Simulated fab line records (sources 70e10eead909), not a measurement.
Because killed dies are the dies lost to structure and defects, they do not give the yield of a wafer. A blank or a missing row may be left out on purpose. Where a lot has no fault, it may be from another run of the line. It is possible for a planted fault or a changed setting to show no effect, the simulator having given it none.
Matching of chambers + flow nandHarc + NHARC_A_BLC_CMP_25 on cmp-04 has 4 sister chambers
The step polishes, t overpolish 30 s, target thk 150 nm. 20 wafers are shown with their chamber, then 10 later ones without.

## WAFERS WITH THEIR CHAMBER
| wafer  | chamber | motorCurrentA (A) | overpolishRunS (s) | timeToEndpointS (s) |
|--------|---------|-------------------|--------------------|---------------------|
| L074.1 | 0       | 13.6              | 29.992             | 25.4                |
| L074.2 | 1       | 12.6              | 29.995             | 27.0                |
| L074.5 | 1       | 12.5              | 29.991             | 28.8                |
| L075.1 | 3       | 11.9              | 29.999             | 29.4                |
| L075.3 | 2       | 12.3              | 29.999             | 28.3                |
| L075.6 | 2       | 11.6              | 29.982             | 30.4                |
| L078.1 | 0       | 13.4              | 29.986             | 29.8                |
| L078.2 | 1       | 12.8              | 29.990             | 31.7                |
| L078.5 | 1       | 12.3              | 30.007             | 31.7                |
| L079.1 | 3       | 11.6              | 30.007             | 26.7                |
| L079.2 | 1       | 13.2              | 30.000             | 28.1                |
| L079.5 | 2       | 11.3              | 30.016             | 24.8                |
| L087.1 | 2       | 11.8              | 30.007             | 30.4                |
| L087.4 | 1       | 13.1              | 29.999             | 32.9                |
| L087.6 | 0       | 14.0              | 30.003             | 33.8                |
| L088.2 | 1       | 12.0              | 29.998             | 31.8                |
| L088.3 | 2       | 11.3              | 30.005             | 27.2                |
| L088.5 | 0       | 14.6              | 29.992             | 27.2                |
| L091.1 | 1       | 12.7              | 30.007             | 28.7                |
| L091.5 | 3       | 11.8              | 29.993             | 29.2                |

SIGNATURES (averages over the wafers above)
| reading         | chamber 0 | chamber 1 | chamber 2 | chamber 3 | scatter within a chamber |
|-----------------|-----------|-----------|-----------|-----------|--------------------------|
| motorCurrentA   | 13.900    | 12.650    | 11.660    | 11.767    | 0.409                    |
| overpolishRunS  | 29.99325  | 29.99837  | 30.00180  | 29.99967  | 0.00857                  |
| timeToEndpointS | 29.050    | 30.087    | 28.220    | 28.433    | 2.5                      |
Rule: a wafer's distance from a chamber is the root of the sum, over the readings, of the square of ((its reading less the chamber's mean) divided by the reading's scatter). The wafer belongs to the nearest chamber; if the next one is less than 2 further off, it can't be placed. How the scatter is found: for the shown wafers, subtract from each reading the mean of its chamber, square and add these, divide the total by (wafers less chambers), then take the root.

## WAFERS WHOSE CHAMBER IS MISSING
| wafer  | motorCurrentA (A) | overpolishRunS (s) | timeToEndpointS (s) |
|--------|-------------------|--------------------|---------------------|
| L091.6 | 13.9              | 29.994             | 26.4                |
| L090.2 | 11.8              | 29.998             | 24.6                |
| L090.3 | 14.3              | 30.013             | 28.1                |
| L090.5 | 11.7              | 29.989             | 28.6                |
| L093.1 | 14.4              | 29.992             | 26.9                |
| L093.2 | 11.1              | 29.989             | 22.3                |
| L093.3 | 11.6              | 29.993             | 25.9                |
| L094.2 | 11.7              | 30.010             | 24.4                |
| L094.4 | 12.3              | 29.999             | 29.4                |
| L094.5 | 14.8              | 29.983             | 27.1                |

## CHAMBER TAKEN BY EACH
| wafer  | from the rows above          | in truth |
|--------|------------------------------|----------|
| L091.6 | 0                            | 0        |
| L090.2 | can't be placed: 3 or 2 or 1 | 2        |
| L090.3 | can't be placed: 0 or 1      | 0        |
| L090.5 | can't be placed: 3 or 2 or 1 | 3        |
| L093.1 | 0                            | 0        |
| L093.2 | can't be placed: 2 or 3 or 1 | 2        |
| L093.3 | can't be placed: 3 or 2 or 1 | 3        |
| L094.2 | can't be placed: 2 or 3 or 1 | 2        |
| L094.4 | can't be placed: 1 or 3 or 2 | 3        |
| L094.5 | 0                            | 0        |
Correctly placed: 3 of 10. Unplaceable from these rows: 7, with the true chamber sitting among the candidates in 7. Placed wrongly: 0.
